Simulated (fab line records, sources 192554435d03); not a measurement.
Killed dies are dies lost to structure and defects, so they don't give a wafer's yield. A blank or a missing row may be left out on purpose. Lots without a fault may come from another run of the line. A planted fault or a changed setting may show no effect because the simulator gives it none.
Problem report in the 8D (eight disciplines) form, filled by code | flow n5_finfet | the parts of the form that need people (team, actions taken, sign-off) are left out

1. THE PROBLEM
run_length_s at N5_BEOL_M9_ETCH_66 reads a mean of 150.2 s on 4 wafers of 3 lots; wafers without a fault read 143.3 s with a standard deviation of 0.47. That is +15 standard deviations from the usual mean.
The step: etches SOC in N2/H2, target depth 80 nm, overetch 16 nm, time 120 s.
First seen on wafer L337.5, day 14 10:12, on rie_diel-04. The record holds 19 wafers of 7 lots with a number at this step. Rule for "out", or "out of limits": more than 4 standard deviations from the usual mean. The other wafers with a number count as sound.

2. WHAT IT IS AND WHAT IT IS NOT
question                    | is                             | is not
which readings at this step | run_length_s                   | bias_w, chamber_pressure_mTorr, drypump_motor_current_A, oes_product_au, rf_vpp_V, throttle_valve_pct
which lots                  | L337, L341, L344               | L332, L333, L334, L343
which wafers of those lots  | L337.5, L341.1, L341.5, L344.1 | L337.6, L341.6, L344.4
read on which tools         | rie_diel-04                    | rie_diel-02, rie_diel-03
when                        | from day 14 10:12              | up to then (10 sound wafers); but 5 sound wafers of L341, L343, L344 came after

3. SUSPECTS, AND WHAT RULES EACH OUT
Counting: a tool at a process step up to the reading stays a suspect if it ran every lot that is out. Sound lots after the first of them don't rule it out here, since some wafers of a struck lot are sound.
- rie_diel-04 at N5_BEOL_M9_DESCUM_33 (chemistry O2, time 7 s): kept. It ran every lot that is out, first L337 (day 14 10:05); its last sound lot up to then is L332 (day 12 10:11).
- rie_diel-04 at N5_BEOL_M9_ETCH_76 (etches underlayer in N2/H2, target depth 6.5 nm, time 5.2 s): kept. It ran every lot that is out, first L337 (day 14 10:07); its last sound lot up to then is L332 (day 12 10:14).
- rie_diel-04 at N5_BEOL_M9_ETCH_65 (etches SiARC in CF4, target depth 15.6 nm, time 26 s): kept. It ran every lot that is out, first L337 (day 14 10:08); its last sound lot up to then is L332 (day 12 10:14).
- rie_diel-04 at N5_BEOL_M9_ETCH_66 (etches SOC in N2/H2, target depth 80 nm, overetch 16 nm, time 120 s): kept. It ran every lot that is out, first L337 (day 14 10:12); its last sound lot up to then is L332 (day 12 10:16). Its own readings are out on those wafers: run_length_s.
Left after counting: rie_diel-04 at N5_BEOL_M9_DESCUM_33, rie_diel-04 at N5_BEOL_M9_ETCH_76, rie_diel-04 at N5_BEOL_M9_ETCH_65, rie_diel-04 at N5_BEOL_M9_ETCH_66.

4. THE CAUSE (what the simulator had put in)
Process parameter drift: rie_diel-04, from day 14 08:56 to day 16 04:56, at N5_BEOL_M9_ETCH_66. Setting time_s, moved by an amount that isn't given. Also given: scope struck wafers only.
Counting left 4 suspects, and this tool is among them.

5. THE CHAIN OF EFFECTS, in route order
Each row: a reading whose mean over the struck wafers that have a number lies more than 3 standard deviations from the usual. Only readings for which the record gives a usual standard deviation are gone through. hours: the time from each lot's start at the first step in this table that gives one to its start at this step, as a median over the lots. sigmas: the change in usual standard deviations.
hours | step                    | reading         | usual   | on struck wafers | change | sigmas
0     | N5_BEOL_M9_ETCH_66      | run_length_s    | 143.3 s | 150.2            | +6.8   | +15
70    | N5_PASSIVATION_PROBE_49 | killed_at_other | 2.9     | 12.0             | +9.1   | +3.4
The process steps in it:
- N5_BEOL_M9_ETCH_66: etches SOC in N2/H2, target depth 80 nm, overetch 16 nm, time 120 s.
- N5_PASSIVATION_PROBE_49

6. WHAT WOULD HAVE CAUGHT IT SOONER
In this record the first reading out of limits was taken at day 14 10:12, 1 hour after the fault began at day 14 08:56.
